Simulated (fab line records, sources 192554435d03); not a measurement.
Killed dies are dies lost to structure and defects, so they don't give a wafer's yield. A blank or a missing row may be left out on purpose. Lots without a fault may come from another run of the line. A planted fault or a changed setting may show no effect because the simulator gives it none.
fab line records | flow n5_finfet
record lots=7 wafers=21
route steps=1938 shown ZERO_LAYER@4 PMOS_HMC_CHANNEL_EPI@63 FIN_CUT@156 SD_EPI_N@268 HKMG_FIN@438
start_h: hours from the record's first day to the start of the lot's first wafer shown | wait_h: hours since the lot's step before | " the same as in the row above | L1.1+2: a row that stands for several wafers | - no value, or no start given | * or withheld: withheld | < > ~ a bound
route shown NAME@n: a module of which the file shows steps, and the number in the route of the first | usual: mean/standard deviation of fault-free wafers | same: alike in all rows | chamber/n: place in a boat | sites: the reading at each site | _std_site: their standard deviation | _edge_site: outer sites' mean less inner sites' | radius_mm: how far each site lies from the wafer's centre | mask NAME#n: copy n | behind: the tool/chamber that last shaped the wafer | hold: why the lot was held/for how many hours/how that ended | device: the transistor (n, p or np) that didn't switch | end of line: the same wafers' tests at the end of the route | a step without rows: its recipe alone | killed: dies lost to structure and defects at the first sort, not the wafer's yield | map: a wafer's dies, x killed, . not, _ none there
set.NAME: the setting as run; set.NAME@STEP: as run at that earlier step | model.NAME: the simulator's own value behind a step, which no gauge read
lots whose settings were changed on purpose; a table a step, a row a wafer
## steps
# step N5_ZERO_LAYER_PECVD_02
# recipe material=SiO2 target_thk_a=100 temp_c=400 precursor=SiH4/N2O pressure_torr=0.75 rf_w=275 time_s=6
# columns lot.wafer tool chamber start_h wait_h set.time_s model.SiO2_of_ZERO_LAYER_PECVD_02.thk_nm
L074.1 pecvd-01 2 12.28 0.0 6 9.867
L074.4 " 1 " " 6 9.962
L074.5 " 0 " " 6 10.27
L077.1 pecvd-02 0 30.28 0.0 6 9.717
L077.3 " 1 " " 5.27 8.68
L077.4 " 0 " " 6 9.89
L079.1 pecvd-01 0 42.29 0.0 6 10.19
L079.2 " 1 " " 6 10.07
L079.3 " 2 " " 6 9.756
L084.1 pecvd-02 0 72.28 0.0 6 10.12
L084.3 " 2 " " 6.39 10.56
L084.6 " 0 " " 6.39 10.78
L085.2 pecvd-01 1 78.29 0.0 6 9.831
L085.4 " 0 " " 6 10.45
L085.5 " 1 " " 6 10.04
L088.1 pecvd-02 2 96.28 0.0 6 10.16
L088.4 " 0 " " 6 10.19
L088.5 " 1 " " 6.771 11.63
L096.1 pecvd-01 1 144.30 0.0 6 9.746
L096.3 " 2 " " 6.54 10.47
L096.6 " 1 " " 6.54 10.78
# step N5_ZERO_LAYER_EXPOSE_08
# recipe mask_id=ZERO na=0.55 source_shape=conventional sigma_outer=0.8 polarization=unpolarized defocus_nm=0 target_cd_nm=2000 dose_mj=16.2
# columns lot.wafer tool chamber start_h wait_h mask set.dose_mj
L074.1+5 krf_scanner-02 0 12.59 - ZERO#0 17.04
L074.4 " 0 " " ZERO#0 16.2
L077.1+3 krf_scanner-02 0 30.49 - ZERO#0 16.2
L077.4 " 0 " " ZERO#0 15.83
L079.1+2+3 krf_scanner-01 0 42.60 - ZERO#0 16.2
L084.1 krf_scanner-02 0 72.59 - ZERO#0 17.34
L084.3+6 " 0 " " ZERO#0 16.2
L085.2+4 krf_scanner-01 0 78.60 - ZERO#0 16.2
L085.5 " 0 " " ZERO#0 15.41
L088.1 krf_scanner-01 0 96.46 - ZERO#0 16.2
L088.4+5 " 0 " " ZERO#0 15.11
L096.1 krf_scanner-02 0 144.61 - ZERO#0 16.2
L096.3+6 " 0 " " ZERO#0 15.46
# step N5_ZERO_LAYER_PEB_09
# recipe peb_temp_c=withheld peb_time_s=*
# step N5_ZERO_LAYER_DEVELOP_10
# recipe develop_time_s=60 rinse_liquid=diw dry=air_spin dev_temp_c=21
# step N5_ZERO_LAYER_HARDBAKE_23
# recipe temp_c=130 time_s=120
# step N5_ZERO_LAYER_CD_MEAS_11
# recipe target_cd_nm=2000 landing_energy_ev=500 detector=se_inlens
# usual cd_nm=1999.3/2.6
# columns lot.wafer tool chamber start_h wait_h set.dose_mj@ZERO_LAYER_EXPOSE_08 cd_nm
L074.1 cd_sem-02 0 12.77 - 17.04 2007.2
L074.4 " 0 " " 16.2 2001.0
L074.5 " 0 " " 17.04 2005.7
L077.1 cd_sem-02 0 30.66 - 16.2 2000.2
L077.3 " 0 " " 16.2 1997.8
L077.4 " 0 " " 15.83 1995.0
L079.1 cd_sem-01 0 42.77 - 16.2 1998.5
L079.2 " 0 " " 16.2 2001.1
L079.3 " 0 " " 16.2 1997.9
L084.1 cd_sem-02 0 72.77 - 17.34 2012.4
L084.3 " 0 " " 16.2 1997.5
L084.6 " 0 " " 16.2 1999.9
L085.2 cd_sem-03 0 78.77 - 16.2 1997.3
L085.4 " 0 " " 16.2 1999.6
L085.5 " 0 " " 15.41 1985.8
L088.1 cd_sem-03 0 96.64 - 16.2 2001.5
L088.4 " 0 " " 15.11 1988.7
L088.5 " 0 " " 15.11 1991.3
L096.1 cd_sem-01 0 144.78 - 16.2 1996.7
L096.3 " 0 " " 15.46 1987.5
L096.6 " 0 " " 15.46 1988.4
# step N5_ZERO_LAYER_DESCUM_16
# recipe chemistry=O2 time_s=7.9 source_power_w=50 bias_power_w=20 pressure_mtorr=20 rf_frequency_hz=2.712e+07 temp_c=40 o2_flow_sccm=225
# columns lot.wafer tool chamber start_h wait_h set.dose_mj@ZERO_LAYER_EXPOSE_08 model.ZERO_LAYER.cd_nm
L074.1 rie_diel-06 1 12.80 0.0 17.04 2007
L074.4 " 2 " " 16.2 2001
L074.5 " 3 " " 17.04 2005
L077.1 rie_diel-04 0 30.70 0.0 16.2 2000
L077.3 " 2 " " 16.2 1998
L077.4 " 2 " " 15.83 1995
L079.1 rie_diel-03 2 42.94 0.2 16.2 1999
L079.2 " 1 " " 16.2 2001
L079.3 " 0 " " 16.2 1998
L084.1 rie_diel-03 0 72.81 0.0 17.34 2013
L084.3 " 1 " " 16.2 1997
L084.6 " 3 " " 16.2 2000
L085.2 rie_diel-06 0 78.81 0.0 16.2 1997
L085.4 " 2 " " 16.2 1999
L085.5 " 1 " " 15.41 1986
L088.1 rie_diel-06 3 96.70 0.1 16.2 2001
L088.4 " 2 " " 15.11 1989
L088.5 " 3 " " 15.11 1991
L096.1 rie_diel-03 2 145.21 0.4 16.2 1997
L096.3 " 1 " " 15.46 1987
L096.6 " 1 " " 15.46 1988
# step N5_PMOS_HMC_CHANNEL_EPI_PEB_07
# recipe peb_temp_c=110 peb_time_s=60 resist=CAR-ArF-block
# columns lot.wafer tool chamber start_h wait_h set.peb_temp_c
L074.1 litho_track-01 0 17.04 0.1 110
L074.4+5 " 0 " " 107.1
L077.1+4 litho_track-01 0 35.31 0.1 113.2
L077.3 " 0 " " 110
L079.1+2+3 litho_track-04 0 47.15 0.1 110
L084.1+3 litho_track-05 0 79.68 0.1 110
L084.6 " 0 " " 111.8
L085.2+5 litho_track-04 0 83.95 0.0 110
L085.4 " 0 " " 112.1
L088.1+5 litho_track-05 0 101.02 0.1 108.5
L088.4 " 0 " " 110
L096.1+3+6 litho_track-05 0 150.13 0.1 110
# step N5_PMOS_HMC_CHANNEL_EPI_DEVELOP_08
# recipe develop_time_s=30 developer=TMAH resist=CAR-ArF-block dev_temp_c=23 rinse_liquid=diw dry=air_spin
# step N5_PMOS_HMC_CHANNEL_EPI_CD_MEAS_09
# recipe target_cd_nm=237.4 landing_energy_ev=500 detector=se_inlens
# usual cd_nm=236.7/1.2
# columns lot.wafer tool chamber start_h wait_h set.peb_temp_c@PMOS_HMC_CHANNEL_EPI_PEB_07 cd_nm
L074.1 cd_sem-02 0 17.11 - 110 238.0
L074.4 " 0 " " 107.1 229.6
L074.5 " 0 " " 107.1 226.0
L077.1 cd_sem-01 0 35.38 - 113.2 244.2
L077.3 " 0 " " 110 241.6
L077.4 " 0 " " 113.2 245.6
L079.1 cd_sem-02 0 47.22 - 110 235.3
L079.2 " 0 " " 110 235.1
L079.3 " 0 " " 110 234.9
L084.1 cd_sem-01 0 79.75 - 110 237.7
L084.3 " 0 " " 110 236.1
L084.6 " 0 " " 111.8 243.4
L085.2 cd_sem-03 0 84.01 - 110 237.6
L085.4 " 0 " " 112.1 243.4
L085.5 " 0 " " 110 238.2
L088.1 cd_sem-03 0 101.08 - 108.5 230.2
L088.4 " 0 " " 110 237.2
L088.5 " 0 " " 108.5 231.8
L096.1 cd_sem-03 0 150.20 - 110 235.4
L096.3 " 0 " " 110 237.2
L096.6 " 0 " " 110 237.9
# step N5_PMOS_HMC_CHANNEL_EPI_DESCUM_14
# recipe chemistry=O2 time_s=7.9 source_power_w=50 bias_power_w=20 pressure_mtorr=20 rf_frequency_hz=2.712e+07 temp_c=40 resist=CAR-ArF-block o2_flow_sccm=225
# columns lot.wafer tool chamber start_h wait_h set.peb_temp_c@PMOS_HMC_CHANNEL_EPI_PEB_07 model.PMOS_HMC_CHANNEL_EPI.cd_nm
L074.1 rie_diel-04 1 17.28 0.1 110 238.6
L074.4 " 0 " " 107.1 229.6
L074.5 " 2 " " 107.1 225.7
L077.1 rie_diel-03 0 35.47 0.0 113.2 244.3
L077.3 " 2 " " 110 241.3
L077.4 " 3 " " 113.2 245.5
L079.1 rie_diel-06 1 47.31 0.0 110 235.3
L079.2 " 2 " " 110 235.2
L079.3 " 3 " " 110 235
L084.1 rie_diel-04 3 79.88 0.1 110 237.7
L084.3 " 1 " " 110 236.1
L084.6 " 2 " " 111.8 243.3
L085.2 rie_diel-03 3 84.17 0.1 110 237.4
L085.4 " 1 " " 112.1 243.4
L085.5 " 1 " " 110 238.3
L088.1 rie_diel-04 0 101.17 0.0 108.5 230.3
L088.4 " 3 " " 110 237.3
L088.5 " 2 " " 108.5 231.7
L096.1 rie_diel-04 2 150.29 0.0 110 235.6
L096.3 " 3 " " 110 237.2
L096.6 " 3 " " 110 237.8
# step N5_FIN_CUT_COAT_29
# recipe resist=underlayer temp_c=205 time_s=60 spin_rpm=1500 resist_thk_nm=10
# columns lot.wafer tool chamber start_h wait_h set.spin_rpm model.underlayer_of_FIN_CUT_COAT_29.thk_nm
L074.1+4+5 litho_track-04 0 - - 1500 10
L077.1 litho_track-04 0 - - 1667 9.4
L077.3+4 " 0 " " 1500 10
L079.1+2+3 litho_track-02 0 - - 1500 10
L084.1+3+6 litho_track-01 0 - - 1500 10
L085.2+5 litho_track-01 0 - - 1555 9.8
L085.4 " 0 " " 1500 10
L088.1 litho_track-01 0 - - 1646 9.6
L088.4+5 " 0 " " 1500 10
L096.1+3 litho_track-01 0 - - 1400 10.4
L096.6 " 0 " " 1500 10
# step N5_FIN_CUT_COAT_02
# recipe resist=CAR-EUV spin_rpm=1500 resist_thk_nm=30
# step N5_FIN_CUT_EBR_04
# recipe solvent=PGMEA ebr_width_mm=1.5
# step N5_FIN_CUT_DESCUM_13
# recipe chemistry=O2 time_s=7 source_power_w=50 bias_power_w=20 pressure_mtorr=20 rf_frequency_hz=2.712e+07 temp_c=40 resist=CAR-EUV o2_flow_sccm=225
# step N5_FIN_CUT_ETCH_30
# recipe chemistry=N2/H2 target=underlayer target_depth_a=130 mask_material=CAR-EUV time_s=10.4 ion_energy_ev=200 pressure_mtorr=30 source_w=840 bias_w=150 n2_flow_sccm=200 h2_flow_sccm=200 ends=cleared
# columns lot.wafer tool chamber start_h wait_h set.spin_rpm@FIN_CUT_COAT_29 model.etch.depth_nm
L074.1+4 rie_diel-03 1,0 26.45 0.0 1500 10.01
L074.5 " 3 " " 1500 10
L077.1 rie_diel-06 2 45.50 0.0 1667 9.488
L077.3 " 3 " " 1500 10
L077.4 " 0 " " 1500 10.04
L079.1+3 rie_diel-06 1,3 56.57 0.0 1500 10.01
L079.2 " 2 " " 1500 10.02
L084.1+6 rie_diel-03 2,1 89.52 0.0 1500 10.01
L084.3 " 1 " " 1500 10
L085.2 rie_diel-03 0 94.19 0.0 1555 9.837
L085.4 " 1 " " 1500 10.01
L085.5 " 1 " " 1555 9.823
L088.1 rie_diel-04 0 114.91 0.0 1646 9.547
L088.4 " 3 " " 1500 10.03
L088.5 " 0 " " 1500 10.01
L096.1 rie_diel-06 3 159.36 0.0 1400 10.34
L096.3 " 2 " " 1400 10.35
L096.6 " 1 " " 1500 10.01
# step N5_FIN_CUT_ETCH_20
# recipe chemistry=CF4 target=SiARC target_depth_a=260 mask_material=CAR-EUV time_s=43.3 ion_energy_ev=80 pressure_mtorr=40 source_w=545 bias_w=36 Ar_flow_sccm=100 cf4_flow_sccm=100 ends=cleared
# columns lot.wafer tool chamber start_h wait_h set.spin_rpm@FIN_CUT_COAT_29 model.underlayer_of_FIN_CUT_COAT_29.thk_nm
L074.1+4+5 rie_diel-03 1,0,3 26.47 0.0 1500 9.2
L077.1 rie_diel-06 2 45.52 0.0 1667 8.8
L077.3 " 3 " " 1500 9.2
L077.4 " 0 " " 1500 9.4
L079.1+3 rie_diel-06 1,3 56.59 0.0 1500 9.2
L079.2 " 2 " " 1500 9.4
L084.1+3+6 rie_diel-03 2,1,1 89.54 0.0 1500 9.2
L085.2+5 rie_diel-03 0,1 94.21 0.0 1555 9.2
L085.4 " 1 " " 1500 9.2
L088.1 rie_diel-04 0 114.93 0.0 1646 8.8
L088.4 " 3 " " 1500 9.4
L088.5 " 0 " " 1500 9.2
L096.1+3 rie_diel-06 3,2 159.38 0.0 1400 9.6
L096.6 " 1 " " 1500 9.2
# step N5_SD_EPI_N_PEB_07
# recipe peb_temp_c=110 peb_time_s=60 resist=CAR-ArF-block
# columns lot.wafer tool chamber start_h wait_h set.peb_time_s
L074.1+4 litho_track-03 0 47.30 0.1 66.92
L074.5 " 0 " " 60
L077.1+4 litho_track-03 0 65.97 0.1 55.01
L077.3 " 0 " " 60
L079.1+2+3 litho_track-03 0 77.51 0.1 60
L084.1+6 litho_track-03 0 115.33 0.1 60
L084.3 " 0 " " 48.5
L085.2 litho_track-01 0 117.06 0.0 55.54
L085.4+5 " 0 " " 60
L088.1+5 litho_track-02 0 137.61 0.1 60
L088.4 " 0 " " 72.67
L096.1+3+6 litho_track-01 0 181.98 0.1 60
# step N5_SD_EPI_N_DEVELOP_08
# recipe develop_time_s=30 developer=TMAH resist=CAR-ArF-block dev_temp_c=23 rinse_liquid=diw dry=air_spin
# columns lot.wafer tool chamber start_h wait_h set.develop_time_s
L074.1+5 litho_track-03 0 - - 30
L074.4 " 0 " " 24.37
L077.1 litho_track-03 0 - - 35.97
L077.3+4 " 0 " " 30
L079.1+2+3 litho_track-03 0 - - 30
L084.1+3+6 litho_track-03 0 - - 30
L085.2 litho_track-01 0 - - 34.22
L085.4+5 " 0 " " 30
L088.1+4 litho_track-02 0 - - 26.31
L088.5 " 0 " " 30
L096.1 litho_track-01 0 - - 30
L096.3+6 " 0 " " 26.59
# step N5_SD_EPI_N_CD_MEAS_09
# recipe target_cd_nm=120 landing_energy_ev=500 detector=se_inlens
# usual cd_nm=120.2/0.79
# columns lot.wafer tool chamber start_h wait_h set.peb_time_s@SD_EPI_N_PEB_07 cd_nm
L074.1 cd_sem-01 0 47.37 - 66.92 122.8
L074.4 " 0 " " 66.92 123.1
L074.5 " 0 " " 60 120.2
L077.1 cd_sem-01 0 66.04 - 55.01 118.0
L077.3 " 0 " " 60 120.2
L077.4 " 0 " " 55.01 117.5
L079.1 cd_sem-01 0 77.57 - 60 121.2
L079.2 " 0 " " 60 120.5
L079.3 " 0 " " 60 119.6
L084.1 cd_sem-02 0 115.40 - 60 120.5
L084.3 " 0 " " 48.5 112.8
L084.6 " 0 " " 60 120.6
L085.2 cd_sem-03 0 117.13 - 55.54 117.8
L085.4 " 0 " " 60 120.8
L085.5 " 0 " " 60 119.7
L088.1 cd_sem-01 0 137.67 - 60 118.6
L088.4 " 0 " " 72.67 125.6
L088.5 " 0 " " 60 118.7
L096.1 cd_sem-02 0 182.05 - 60 119.7
L096.3 " 0 " " 60 119.7
L096.6 " 0 " " 60 119.1
# step N5_SD_EPI_N_DESCUM_14
# recipe chemistry=O2 time_s=7.9 source_power_w=50 bias_power_w=20 pressure_mtorr=20 rf_frequency_hz=2.712e+07 temp_c=40 resist=CAR-ArF-block o2_flow_sccm=225
# columns lot.wafer tool chamber start_h wait_h set.peb_time_s@SD_EPI_N_PEB_07 model.SD_EPI_N.cd_nm
L074.1 rie_diel-02 3 47.69 0.3 66.92 122.8
L074.4 " 0 " " 66.92 123.4
L074.5 " 3 " " 60 120.4
L077.1 rie_diel-05 3 66.14 0.0 55.01 118.4
L077.3 " 2 " " 60 120.2
L077.4 " 0 " " 55.01 117.4
L079.1 rie_diel-02 0 77.88 0.3 60 121.6
L079.2 " 1 " " 60 120.4
L079.3 " 2 " " 60 119.4
L084.1 rie_diel-05 0 115.65 0.2 60 120.4
L084.3 " 2 " " 48.5 112.8
L084.6 " 3 " " 60 120.8
L085.2 rie_diel-05 3 117.37 0.2 55.54 117.6
L085.4 " 0 " " 60 120.6
L085.5 " 0 " " 60 119.8
L088.1 rie_diel-05 1 137.76 0.0 60 118.8
L088.4 " 1 " " 72.67 125.8
L088.5 " 0 " " 60 118.6
L096.1 rie_diel-01 2 182.14 0.0 60 119.8
L096.3 " 3 " " 60 119.6
L096.6 " 0 " " 60 119
# step N5_SD_EPI_N_ETCH_34
# recipe chemistry=CF4 target=SiARC target_depth_a=455 mask_material=CAR-ArF-block time_s=75.8 ion_energy_ev=80 pressure_mtorr=40 source_w=545 bias_w=36 Ar_flow_sccm=100 cf4_flow_sccm=100 ends=cleared
# columns lot.wafer tool chamber start_h wait_h set.peb_time_s@SD_EPI_N_PEB_07 model.SD_EPI_N.cd_nm
L074.1 rie_diel-02 3 47.72 0.0 66.92 122.8
L074.4 " 0 " " 66.92 123.6
L074.5 " 3 " " 60 120.2
L077.1 rie_diel-05 3 66.17 0.0 55.01 118.4
L077.3 " 2 " " 60 120.2
L077.4 " 0 " " 55.01 117.6
L079.1 rie_diel-02 0 77.92 0.0 60 121.8
L079.2 " 1 " " 60 120.4
L079.3 " 2 " " 60 119.8
L084.1 rie_diel-05 0 115.68 0.0 60 120.4
L084.3 " 2 " " 48.5 112.8
L084.6 " 3 " " 60 120.6
L085.2 rie_diel-05 3 117.41 0.0 55.54 117.8
L085.4 " 0 " " 60 120.6
L085.5 " 0 " " 60 119.8
L088.1 rie_diel-05 1 137.80 0.0 60 118.8
L088.4 " 1 " " 72.67 125.2
L088.5 " 0 " " 60 118.6
L096.1+3 rie_diel-01 2,3 182.18 0.0 60 120
L096.6 " 0 " " 60 119.4
# step N5_SD_EPI_N_ETCH_35
# recipe chemistry=N2/H2 target=SOC overetch_a=1080 mask_material=SiARC temp_c=40 ion_energy_ev=100 source_w=3000 bias_w=133 pressure_mtorr=20 time_s=486 n2_flow_sccm=200 h2_flow_sccm=200
# columns lot.wafer tool chamber start_h wait_h set.peb_time_s@SD_EPI_N_PEB_07 model.SD_EPI_N.cd_nm
L074.1 rie_diel-02 3 47.78 0.0 66.92 124
L074.4 " 0 " " 66.92 126.2
L074.5 " 3 " " 60 121.4
L077.1 rie_diel-05 3 66.23 0.0 55.01 117
L077.3 " 2 " " 60 117.8
L077.4 " 0 " " 55.01 117.6
L079.1 rie_diel-02 0 77.97 0.0 60 124
L079.2 " 1 " " 60 119.2
L079.3 " 2 " " 60 119
L084.1 rie_diel-05 0 115.74 0.0 60 119.8
L084.3 " 2 " " 48.5 111.6
L084.6 " 3 " " 60 119.4
L085.2 rie_diel-05 3 117.46 0.0 55.54 117
L085.4 " 0 " " 60 119.6
L085.5 " 0 " " 60 119
L088.1 rie_diel-05 1 137.85 0.0 60 120.2
L088.4 " 1 " " 72.67 126.4
L088.5 " 0 " " 60 117.2
L096.1 rie_diel-01 2 182.23 0.0 60 118.8
L096.3 " 3 " " 60 121.8
L096.6 " 0 " " 60 119.6
# step N5_HKMG_FIN_ETCH_35
# recipe chemistry=N2/H2 target=SOC target_depth_a=2158 ion_energy_ev=65 bias_w=5 source_w=3000 time_s=243.4 pressure_mtorr=30 n2_flow_sccm=200 h2_flow_sccm=200
# usual rf_vpp_V=141.6/0.99
# columns lot.wafer tool chamber start_h wait_h set.bias_w rf_vpp_V
L074.1 rie_diel-02 1 73.81 0.0 5 142.0
L074.4 " 1 " " 4.652 134.8
L074.5 " 0 " " 5 141.6
L077.1 rie_diel-05 0 92.88 0.0 5.383 148.3
L077.3 " 3 " " 5 142.9
L077.4 " 1 " " 5.383 148.4
L079.1 rie_diel-01 1 106.30 0.0 5 142.2
L079.2 " 2 " " 5 142.4
L079.3 " 0 " " 5 140.9
L084.1 rie_diel-02 3 142.90 0.0 5 140.0
L084.3 " 2 " " 5 142.4
L084.6 " 3 " " 4.513 132.0
L085.2 rie_diel-02 1 145.03 0.0 5 142.1
L085.4 " 0 " " 4.264 127.1
L085.5 " 1 " " 5 141.2
L088.1 rie_diel-05 0 164.62 0.0 5 141.0
L088.4 " 1 " " 4.376 132.7
L088.5 " 1 " " 5 141.7
L096.1 rie_diel-05 3 208.12 0.0 4.194 127.5
L096.3 " 3 " " 4.194 126.7
L096.6 " 3 " " 5 141.0
## key
split step=N5_ZERO_LAYER_PECVD_02 setting=time_s stated=6 by=wafer
response step=N5_ZERO_LAYER_PECVD_02 reading=model.SiO2_of_ZERO_LAYER_PECVD_02.thk_nm change=+0.1 per=1% r=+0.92
split step=N5_ZERO_LAYER_EXPOSE_08 setting=dose_mj stated=16.2 by=wafer
response step=N5_ZERO_LAYER_CD_MEAS_11 reading=cd_nm change=+1.82 per=1% r=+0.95
response step=N5_ZERO_LAYER_DESCUM_16 reading=model.ZERO_LAYER.cd_nm change=+1.84 per=1% r=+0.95
split step=N5_PMOS_HMC_CHANNEL_EPI_PEB_07 setting=peb_temp_c stated=110 by=wafer
response step=N5_PMOS_HMC_CHANNEL_EPI_CD_MEAS_09 reading=cd_nm change=+2.8 per=1% r=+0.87
response step=N5_PMOS_HMC_CHANNEL_EPI_DESCUM_14 reading=model.PMOS_HMC_CHANNEL_EPI.cd_nm change=+2.93 per=1% r=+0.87
split step=N5_FIN_CUT_COAT_29 setting=spin_rpm stated=1500 by=wafer
response step=N5_FIN_CUT_COAT_29 reading=model.underlayer_of_FIN_CUT_COAT_29.thk_nm change=-0.0505 per=1% r=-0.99
response step=N5_FIN_CUT_ETCH_30 reading=model.etch.depth_nm change=-0.0488 per=1% r=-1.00
response step=N5_FIN_CUT_ETCH_20 reading=model.underlayer_of_FIN_CUT_COAT_29.thk_nm change=-0.0474 per=1% r=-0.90
split step=N5_SD_EPI_N_PEB_07 setting=peb_time_s stated=60 by=wafer
response step=N5_SD_EPI_N_CD_MEAS_09 reading=cd_nm change=+0.341 per=1% r=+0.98
response step=N5_SD_EPI_N_DESCUM_14 reading=model.SD_EPI_N.cd_nm change=+0.345 per=1% r=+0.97
response step=N5_SD_EPI_N_ETCH_34 reading=model.SD_EPI_N.cd_nm change=+0.332 per=1% r=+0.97
response step=N5_SD_EPI_N_ETCH_35 reading=model.SD_EPI_N.cd_nm change=+0.355 per=1% r=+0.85
split step=N5_SD_EPI_N_DEVELOP_08 setting=develop_time_s stated=30 by=wafer
response none clear
split step=N5_HKMG_FIN_ETCH_35 setting=bias_w stated=5 by=wafer
response step=N5_HKMG_FIN_ETCH_35 reading=rf_vpp_V change=+0.867 per=1% r=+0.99
